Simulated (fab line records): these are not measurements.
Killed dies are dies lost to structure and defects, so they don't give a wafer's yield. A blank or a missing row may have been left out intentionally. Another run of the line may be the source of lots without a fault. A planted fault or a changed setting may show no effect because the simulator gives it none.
Which tool was responsible? || flow nandHarc || 13 lots, 39 wafers sampled, at 4 steps of a route of 1302

WHAT THE GAUGES SHOWED, per wafer
The record holds no reading of a measuring or inspecting step that can be judged against a usual standard deviation.

TOOL THAT RAN EACH LOT (tool first, then ch and the chambers of the sampled wafers, then the start)
{"lot": "L478", "NHARC_A_CONTACT_DESCUM_74": "rieDiel-04 ch 0,2, day 22 14:52", "NHARC_A_CONTACT_ETCH_75": "rieDiel-04 ch 1,2, day 22 14:56", "NHARC_A_CONTACT_ETCH_78": "rieDiel-04 ch 0,2, day 22 18:20 or earlier", "NHARC_A_CONTACT_ETCH_132": "harCapEtch-01 ch 0,1, day 22 18:20"}
{"lot": "L480", "NHARC_A_CONTACT_DESCUM_74": "rieDiel-02 ch 1,2,3, day 23 03:31", "NHARC_A_CONTACT_ETCH_75": "rieDiel-02 ch 2,3, day 23 03:38", "NHARC_A_CONTACT_ETCH_78": "rieDiel-02 ch 1,3, day 23 07:02 or earlier", "NHARC_A_CONTACT_ETCH_132": "harCapEtch-02 ch 0, day 23 07:02"}
{"lot": "L482", "NHARC_A_CONTACT_DESCUM_74": "rieDiel-03 ch 0,2,3, day 23 03:57", "NHARC_A_CONTACT_ETCH_75": "rieDiel-03 ch 0,2,3, day 23 04:03", "NHARC_A_CONTACT_ETCH_78": "rieDiel-03 ch 0,2,3, day 23 07:54 or earlier", "NHARC_A_CONTACT_ETCH_132": "harCapEtch-03 ch 0,1, day 23 07:54"}
{"lot": "L481", "NHARC_A_CONTACT_DESCUM_74": "rieDiel-02 ch 1,2, day 23 10:41", "NHARC_A_CONTACT_ETCH_75": "rieDiel-02 ch 0,1, day 23 10:46", "NHARC_A_CONTACT_ETCH_78": "rieDiel-02 ch 2,3, day 23 13:41 or earlier", "NHARC_A_CONTACT_ETCH_132": "harCapEtch-01 ch 0,1, day 23 13:41"}
{"lot": "L479", "NHARC_A_CONTACT_DESCUM_74": "rieDiel-03 ch 1,2,3, day 23 11:14", "NHARC_A_CONTACT_ETCH_75": "rieDiel-03 ch 1,2,3, day 23 11:19", "NHARC_A_CONTACT_ETCH_78": "rieDiel-03 ch 0,3, day 23 14:11 or earlier", "NHARC_A_CONTACT_ETCH_132": "harCapEtch-02 ch 0,1, day 23 14:11"}
{"lot": "L484", "NHARC_A_CONTACT_DESCUM_74": "rieDiel-04 ch 1,2,3, day 24 20:34", "NHARC_A_CONTACT_ETCH_75": "rieDiel-04 ch 0,1,2, day 24 20:39", "NHARC_A_CONTACT_ETCH_78": "rieDiel-04 ch 2,3, day 24 23:46 or earlier", "NHARC_A_CONTACT_ETCH_132": "harCapEtch-02 ch 0,1, day 24 23:46"}
{"lot": "L488", "NHARC_A_CONTACT_DESCUM_74": "rieDiel-04 ch 1,3, day 26 10:10", "NHARC_A_CONTACT_ETCH_75": "rieDiel-04 ch 1,2,3, day 26 10:15", "NHARC_A_CONTACT_ETCH_78": "rieDiel-04 ch 0,1, day 26 14:25 or earlier", "NHARC_A_CONTACT_ETCH_132": "harCapEtch-01 ch 0,1, day 26 14:25"}
{"lot": "L487", "NHARC_A_CONTACT_DESCUM_74": "rieDiel-02 ch 1,2,3, day 26 20:11", "NHARC_A_CONTACT_ETCH_75": "rieDiel-02 ch 0,2, day 26 20:17", "NHARC_A_CONTACT_ETCH_78": "rieDiel-02 ch 0,2,3, day 26 23:14 or earlier", "NHARC_A_CONTACT_ETCH_132": "harCapEtch-03 ch 0,1, day 26 23:14"}
{"lot": "L486", "NHARC_A_CONTACT_DESCUM_74": "rieDiel-02 ch 0,1,2, day 27 08:00", "NHARC_A_CONTACT_ETCH_75": "rieDiel-02 ch 0,1,3, day 27 08:05", "NHARC_A_CONTACT_ETCH_78": "rieDiel-02 ch 0,2,3, day 27 11:01 or earlier", "NHARC_A_CONTACT_ETCH_132": "harCapEtch-01 ch 0,1, day 27 11:01"}
{"lot": "L493", "NHARC_A_CONTACT_DESCUM_74": "rieDiel-02 ch 0,1, day 28 15:20", "NHARC_A_CONTACT_ETCH_75": "rieDiel-02 ch 1,2, day 28 15:25", "NHARC_A_CONTACT_ETCH_78": "rieDiel-02 ch 1,2,3, day 28 18:24 or earlier", "NHARC_A_CONTACT_ETCH_132": "harCapEtch-03 ch 0,1, day 28 18:24"}
{"lot": "L494", "NHARC_A_CONTACT_DESCUM_74": "rieDiel-03 ch 0,1,2, day 29 05:02", "NHARC_A_CONTACT_ETCH_75": "rieDiel-03 ch 0,2,3, day 29 05:14", "NHARC_A_CONTACT_ETCH_78": "rieDiel-03 ch 0,1, day 29 08:06 or earlier", "NHARC_A_CONTACT_ETCH_132": "harCapEtch-02 ch 0,1, day 29 08:06"}
{"lot": "L499", "NHARC_A_CONTACT_DESCUM_74": "rieDiel-03 ch 1,2, day 30 19:47", "NHARC_A_CONTACT_ETCH_75": "rieDiel-03 ch 0,1,2, day 30 19:55", "NHARC_A_CONTACT_ETCH_78": "rieDiel-03 ch 0,1,3, day 30 22:49 or earlier", "NHARC_A_CONTACT_ETCH_132": "harCapEtch-01 ch 0,1, day 30 22:49"}
{"lot": "L500", "NHARC_A_CONTACT_DESCUM_74": "rieDiel-04 ch 0,2, day 32 01:34", "NHARC_A_CONTACT_ETCH_75": "rieDiel-04 ch 1,3, day 32 01:38", "NHARC_A_CONTACT_ETCH_78": "rieDiel-04 ch 0,1,3, day 32 04:32 or earlier", "NHARC_A_CONTACT_ETCH_132": "harCapEtch-02 ch 0,1, day 32 04:32"}
- NHARC_A_CONTACT_DESCUM_74: chemistry O2, time 3 s.
- NHARC_A_CONTACT_ETCH_75: etches the open film in CF4, target depth 39 nm, time 65 s.
- NHARC_A_CONTACT_ETCH_78: etches the open film in O2/COS, target depth 5300 nm, time 1378 s.
- NHARC_A_CONTACT_ETCH_132: etches the open film in C4F8/O2/Ar, time 197 s, target depth 1924 nm.

AS READ BY THE TOOLS THEMSELVES (means over the sampled wafers that have a number; for cases with no such wafer, the mark the record gives instead)
NHARC_A_CONTACT_DESCUM_74. Usual: drypumpMotorCurrentA 5.9 A, standard deviation 0.35; oesProductAu 1.002 a.u., standard deviation 0.011; rfVppV 57.6 V, standard deviation 0.97; showerheadPlenumPTorr 1.89 Torr, standard deviation 0.075; throttleValvePct 11.311 %, standard deviation 0.0093.
{"lot": "L478", "tool": "rieDiel-04", "drypumpMotorCurrentA (A)": 6.1, "oesProductAu (a.u.)": 1.000, "rfVppV (V)": 58.2, "showerheadPlenumPTorr (Torr)": 1.91, "throttleValvePct (%)": 11.307, "flag": ""}
{"lot": "L480", "tool": "rieDiel-02", "drypumpMotorCurrentA (A)": 6.0, "oesProductAu (a.u.)": 0.999, "rfVppV (V)": 57.3, "showerheadPlenumPTorr (Torr)": 1.84, "throttleValvePct (%)": 11.317, "flag": ""}
{"lot": "L482", "tool": "rieDiel-03", "drypumpMotorCurrentA (A)": 6.2, "oesProductAu (a.u.)": 0.979, "rfVppV (V)": 58.4, "showerheadPlenumPTorr (Torr)": 1.87, "throttleValvePct (%)": 11.314, "flag": ""}
{"lot": "L481", "tool": "rieDiel-02", "drypumpMotorCurrentA (A)": 6.0, "oesProductAu (a.u.)": 1.006, "rfVppV (V)": 57.2, "showerheadPlenumPTorr (Torr)": 1.80, "throttleValvePct (%)": 11.309, "flag": ""}
{"lot": "L479", "tool": "rieDiel-03", "drypumpMotorCurrentA (A)": 6.2, "oesProductAu (a.u.)": 0.992, "rfVppV (V)": 57.1, "showerheadPlenumPTorr (Torr)": 1.88, "throttleValvePct (%)": 11.306, "flag": ""}
{"lot": "L484", "tool": "rieDiel-04", "drypumpMotorCurrentA (A)": 5.8, "oesProductAu (a.u.)": 1.004, "rfVppV (V)": 57.9, "showerheadPlenumPTorr (Torr)": 1.93, "throttleValvePct (%)": 11.314, "flag": ""}
{"lot": "L488", "tool": "rieDiel-04", "drypumpMotorCurrentA (A)": 5.5, "oesProductAu (a.u.)": 1.021, "rfVppV (V)": 57.5, "showerheadPlenumPTorr (Torr)": 1.91, "throttleValvePct (%)": 11.311, "flag": ""}
{"lot": "L487", "tool": "rieDiel-02", "drypumpMotorCurrentA (A)": 6.0, "oesProductAu (a.u.)": 1.009, "rfVppV (V)": 57.2, "showerheadPlenumPTorr (Torr)": 1.83, "throttleValvePct (%)": 11.324, "flag": ""}
{"lot": "L486", "tool": "rieDiel-02", "drypumpMotorCurrentA (A)": 5.9, "oesProductAu (a.u.)": 1.007, "rfVppV (V)": 58.0, "showerheadPlenumPTorr (Torr)": 1.84, "throttleValvePct (%)": 11.311, "flag": ""}
{"lot": "L493", "tool": "rieDiel-02", "drypumpMotorCurrentA (A)": 5.8, "oesProductAu (a.u.)": 1.001, "rfVppV (V)": 57.4, "showerheadPlenumPTorr (Torr)": 1.86, "throttleValvePct (%)": 11.320, "flag": ""}
{"lot": "L494", "tool": "rieDiel-03", "drypumpMotorCurrentA (A)": 6.0, "oesProductAu (a.u.)": 1.007, "rfVppV (V)": 58.5, "showerheadPlenumPTorr (Torr)": 1.98, "throttleValvePct (%)": 11.310, "flag": ""}
{"lot": "L499", "tool": "rieDiel-03", "drypumpMotorCurrentA (A)": 6.3, "oesProductAu (a.u.)": 1.014, "rfVppV (V)": 57.8, "showerheadPlenumPTorr (Torr)": 2.03, "throttleValvePct (%)": 11.312, "flag": ""}
{"lot": "L500", "tool": "rieDiel-04", "drypumpMotorCurrentA (A)": 5.8, "oesProductAu (a.u.)": 1.006, "rfVppV (V)": 56.6, "showerheadPlenumPTorr (Torr)": 1.85, "throttleValvePct (%)": 11.310, "flag": ""}

NHARC_A_CONTACT_ETCH_75. Usual: drypumpMotorCurrentA 5.9 A, standard deviation 0.34; oesProductAu 1.003 a.u., standard deviation 0.01; rfVppV 150.9 V, standard deviation 1.1; runLengthS 86.3 s, standard deviation 0.38; showerheadPlenumPTorr 1.74 Torr, standard deviation 0.063; throttleValvePct 13.284 %, standard deviation 0.0085.
{"lot": "L478", "tool": "rieDiel-04", "drypumpMotorCurrentA (A)": 5.8, "oesProductAu (a.u.)": 0.999, "rfVppV (V)": 150.9, "runLengthS (s)": 86.1, "showerheadPlenumPTorr (Torr)": 1.75, "throttleValvePct (%)": 13.279, "flag": ""}
{"lot": "L480", "tool": "rieDiel-02", "drypumpMotorCurrentA (A)": 6.1, "oesProductAu (a.u.)": 1.009, "rfVppV (V)": 151.2, "runLengthS (s)": 86.4, "showerheadPlenumPTorr (Torr)": 1.72, "throttleValvePct (%)": 13.288, "flag": ""}
{"lot": "L482", "tool": "rieDiel-03", "drypumpMotorCurrentA (A)": 6.2, "oesProductAu (a.u.)": 0.995, "rfVppV (V)": 151.1, "runLengthS (s)": 86.5, "showerheadPlenumPTorr (Torr)": 1.73, "throttleValvePct (%)": 13.285, "flag": ""}
{"lot": "L481", "tool": "rieDiel-02", "drypumpMotorCurrentA (A)": 5.8, "oesProductAu (a.u.)": 0.996, "rfVppV (V)": 151.0, "runLengthS (s)": 86.6, "showerheadPlenumPTorr (Torr)": 1.73, "throttleValvePct (%)": 13.284, "flag": ""}
{"lot": "L479", "tool": "rieDiel-03", "drypumpMotorCurrentA (A)": 6.2, "oesProductAu (a.u.)": 0.991, "rfVppV (V)": 151.1, "runLengthS (s)": 86.5, "showerheadPlenumPTorr (Torr)": 1.74, "throttleValvePct (%)": 13.282, "flag": ""}
{"lot": "L484", "tool": "rieDiel-04", "drypumpMotorCurrentA (A)": 5.8, "oesProductAu (a.u.)": 0.996, "rfVppV (V)": 151.5, "runLengthS (s)": 86.5, "showerheadPlenumPTorr (Torr)": 1.73, "throttleValvePct (%)": 13.280, "flag": ""}
{"lot": "L488", "tool": "rieDiel-04", "drypumpMotorCurrentA (A)": 5.8, "oesProductAu (a.u.)": 0.996, "rfVppV (V)": 150.8, "runLengthS (s)": 86.3, "showerheadPlenumPTorr (Torr)": 1.77, "throttleValvePct (%)": 13.284, "flag": ""}
{"lot": "L487", "tool": "rieDiel-02", "drypumpMotorCurrentA (A)": 5.8, "oesProductAu (a.u.)": 1.010, "rfVppV (V)": 150.1, "runLengthS (s)": 85.8, "showerheadPlenumPTorr (Torr)": 1.74, "throttleValvePct (%)": 13.295, "flag": ""}
{"lot": "L486", "tool": "rieDiel-02", "drypumpMotorCurrentA (A)": 5.9, "oesProductAu (a.u.)": 1.011, "rfVppV (V)": 151.6, "runLengthS (s)": 86.6, "showerheadPlenumPTorr (Torr)": 1.74, "throttleValvePct (%)": 13.282, "flag": ""}
{"lot": "L493", "tool": "rieDiel-02", "drypumpMotorCurrentA (A)": 6.0, "oesProductAu (a.u.)": 1.012, "rfVppV (V)": 149.7, "runLengthS (s)": 86.2, "showerheadPlenumPTorr (Torr)": 1.68, "throttleValvePct (%)": 13.282, "flag": ""}
{"lot": "L494", "tool": "rieDiel-03", "drypumpMotorCurrentA (A)": 6.2, "oesProductAu (a.u.)": 1.003, "rfVppV (V)": 151.8, "runLengthS (s)": 86.5, "showerheadPlenumPTorr (Torr)": 1.81, "throttleValvePct (%)": 13.273, "flag": ""}
{"lot": "L499", "tool": "rieDiel-03", "drypumpMotorCurrentA (A)": 5.9, "oesProductAu (a.u.)": 1.007, "rfVppV (V)": 151.0, "runLengthS (s)": 80.9, "showerheadPlenumPTorr (Torr)": 1.82, "throttleValvePct (%)": 13.289, "flag": "OFF"}
{"lot": "L500", "tool": "rieDiel-04", "drypumpMotorCurrentA (A)": 5.6, "oesProductAu (a.u.)": 0.996, "rfVppV (V)": 151.1, "runLengthS (s)": 86.3, "showerheadPlenumPTorr (Torr)": 1.74, "throttleValvePct (%)": 13.276, "flag": ""}

NHARC_A_CONTACT_ETCH_78. Usual: cosFlowSccm 20.00 sccm, standard deviation 0.058; drypumpMotorCurrentA 5.9 A, standard deviation 0.33; oesProductAu 1.001 a.u., standard deviation 0.011; rfVppV 313.4 V, standard deviation 1.9; runLengthS 1399.3 s, standard deviation 0.43; showerheadPlenumPTorr 3.08 Torr, standard deviation 0.11; throttleValvePct 28.330 %, standard deviation 0.0092.
{"lot": "L478", "tool": "rieDiel-04", "cosFlowSccm (sccm)": 19.95, "drypumpMotorCurrentA (A)": 5.8, "oesProductAu (a.u.)": 1.002, "rfVppV (V)": 312.1, "runLengthS (s)": 1399.2, "showerheadPlenumPTorr (Torr)": 3.03, "throttleValvePct (%)": 28.317, "flag": ""}
{"lot": "L480", "tool": "rieDiel-02", "cosFlowSccm (sccm)": 19.94, "drypumpMotorCurrentA (A)": 6.0, "oesProductAu (a.u.)": 0.996, "rfVppV (V)": 312.8, "runLengthS (s)": 1399.7, "showerheadPlenumPTorr (Torr)": 3.02, "throttleValvePct (%)": 28.344, "flag": ""}
{"lot": "L482", "tool": "rieDiel-03", "cosFlowSccm (sccm)": 20.02, "drypumpMotorCurrentA (A)": 6.2, "oesProductAu (a.u.)": 0.995, "rfVppV (V)": 312.9, "runLengthS (s)": 1399.5, "showerheadPlenumPTorr (Torr)": 3.05, "throttleValvePct (%)": 28.335, "flag": ""}
{"lot": "L481", "tool": "rieDiel-02", "cosFlowSccm (sccm)": 19.97, "drypumpMotorCurrentA (A)": 6.1, "oesProductAu (a.u.)": 1.008, "rfVppV (V)": 312.4, "runLengthS (s)": 1399.6, "showerheadPlenumPTorr (Torr)": 3.03, "throttleValvePct (%)": 28.325, "flag": ""}
{"lot": "L479", "tool": "rieDiel-03", "cosFlowSccm (sccm)": 20.02, "drypumpMotorCurrentA (A)": 5.9, "oesProductAu (a.u.)": 1.000, "rfVppV (V)": 314.2, "runLengthS (s)": 1399.3, "showerheadPlenumPTorr (Torr)": 3.13, "throttleValvePct (%)": 28.322, "flag": ""}
{"lot": "L484", "tool": "rieDiel-04", "cosFlowSccm (sccm)": 20.01, "drypumpMotorCurrentA (A)": 5.8, "oesProductAu (a.u.)": 1.013, "rfVppV (V)": 315.4, "runLengthS (s)": 1399.6, "showerheadPlenumPTorr (Torr)": 3.18, "throttleValvePct (%)": 28.329, "flag": ""}
{"lot": "L488", "tool": "rieDiel-04", "cosFlowSccm (sccm)": 20.01, "drypumpMotorCurrentA (A)": 5.7, "oesProductAu (a.u.)": 0.996, "rfVppV (V)": 312.1, "runLengthS (s)": 1399.2, "showerheadPlenumPTorr (Torr)": 3.01, "throttleValvePct (%)": 28.329, "flag": ""}
{"lot": "L487", "tool": "rieDiel-02", "cosFlowSccm (sccm)": 19.91, "drypumpMotorCurrentA (A)": 5.9, "oesProductAu (a.u.)": 1.011, "rfVppV (V)": 313.3, "runLengthS (s)": 1399.0, "showerheadPlenumPTorr (Torr)": 3.04, "throttleValvePct (%)": 28.338, "flag": ""}
{"lot": "L486", "tool": "rieDiel-02", "cosFlowSccm (sccm)": 20.05, "drypumpMotorCurrentA (A)": 5.9, "oesProductAu (a.u.)": 1.000, "rfVppV (V)": 312.8, "runLengthS (s)": 1399.2, "showerheadPlenumPTorr (Torr)": 3.04, "throttleValvePct (%)": 28.329, "flag": ""}
{"lot": "L493", "tool": "rieDiel-02", "cosFlowSccm (sccm)": 20.02, "drypumpMotorCurrentA (A)": 6.0, "oesProductAu (a.u.)": 1.004, "rfVppV (V)": 312.6, "runLengthS (s)": 1399.4, "showerheadPlenumPTorr (Torr)": 2.98, "throttleValvePct (%)": 28.329, "flag": ""}
{"lot": "L494", "tool": "rieDiel-03", "cosFlowSccm (sccm)": 19.96, "drypumpMotorCurrentA (A)": 5.7, "oesProductAu (a.u.)": 1.008, "rfVppV (V)": 314.6, "runLengthS (s)": 1399.5, "showerheadPlenumPTorr (Torr)": 3.14, "throttleValvePct (%)": 28.328, "flag": ""}
{"lot": "L499", "tool": "rieDiel-03", "cosFlowSccm (sccm)": 19.99, "drypumpMotorCurrentA (A)": 5.9, "oesProductAu (a.u.)": 0.998, "rfVppV (V)": 314.0, "runLengthS (s)": 1398.9, "showerheadPlenumPTorr (Torr)": 3.12, "throttleValvePct (%)": 28.328, "flag": ""}
{"lot": "L500", "tool": "rieDiel-04", "cosFlowSccm (sccm)": 19.93, "drypumpMotorCurrentA (A)": 5.6, "oesProductAu (a.u.)": 1.006, "rfVppV (V)": 313.7, "runLengthS (s)": 1399.1, "showerheadPlenumPTorr (Torr)": 3.04, "throttleValvePct (%)": 28.330, "flag": ""}

THE ANSWER, worked out from the rows above alone
Rule: lot off if the mean of its wafers having a number is beyond 3 standard deviations from the usual mean. Also off: a lot with no number at a reading for which 4 or more lots have one. Where the step has rows for the other lots, those lots are counted as sound. The gauges are gone through in route order, then the tools' own readings, and for those a lot's mean is taken as printed above. The first step at which some lot is off is used, and at that step the reading that is off furthest; a lot without a number counts as furthest.
Off: L499 (NHARC_A_CONTACT_ETCH_75, runLengthS).
If a tool, at that step or one of the process steps before it, ran each lot that is off and ran no sound lot following the first of them, it fits. One fits: NHARC_A_CONTACT_DESCUM_74 and NHARC_A_CONTACT_ETCH_75 on rieDiel-03. At NHARC_A_CONTACT_DESCUM_74 its last sound lot is L494 (day 29 05:02), its first lot that is off L499 (day 30 19:47): a fault that began between those two fits.

WHAT HAD BEEN PUT IN BY THE SIMULATOR
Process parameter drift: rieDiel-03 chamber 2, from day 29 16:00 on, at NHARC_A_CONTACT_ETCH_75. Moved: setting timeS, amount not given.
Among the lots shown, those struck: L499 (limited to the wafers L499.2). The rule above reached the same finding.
